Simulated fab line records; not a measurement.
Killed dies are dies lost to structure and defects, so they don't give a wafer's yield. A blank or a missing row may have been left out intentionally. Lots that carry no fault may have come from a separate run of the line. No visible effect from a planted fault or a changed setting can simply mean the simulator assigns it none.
Matching of chambers	flow nand_harc	NHARC_A_BONDPAD_CMP_19 on cmp-04: 4 sister chambers
The step polishes, t overpolish 30 s, cu recess touch 16 s, target thk 169.8 nm. 4 wafers are shown with their chamber, then 7 later ones without.

## EACH WAFER AND ITS CHAMBER
wafer	chamber	motor_current_A (A)
L612.3	2	11.8
L612.6	1	8.9
L616.1	3	11.0
L616.2	0	13.0

## WAFERS WITHOUT THEIR CHAMBER
wafer	motor_current_A (A)
L616.4	8.8
L619.1	11.7
L619.2	12.3
L619.4	9.2
L618.1	8.9
L618.4	12.7
L618.5	9.0

## EACH ONE'S CHAMBER
wafer	from the rows above	in truth
L616.4	1	1
L619.1	2	2
L619.2	can't be placed: 2 or 0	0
L619.4	1	1
L618.1	1	1
L618.4	0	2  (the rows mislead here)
L618.5	1	1
Correct placement for 5 of the 7. Cannot be placed on the basis of these rows: 1; the candidates contain the true chamber in 1. Number placed wrongly: 1.
How it was worked out, from the rows above alone: a wafer's distance from a chamber is the root of the sum, over the readings, of the square of ((its reading less the chamber's mean) divided by the reading's scatter). The wafer belongs to the nearest chamber; if the next one is less than 2 further off, it can't be placed. The mean given for a chamber averages the wafers shown for that chamber. The scatter: root of mean squared gap, hidden wafer to nearest shown wafer, with one shown wafer a chamber.
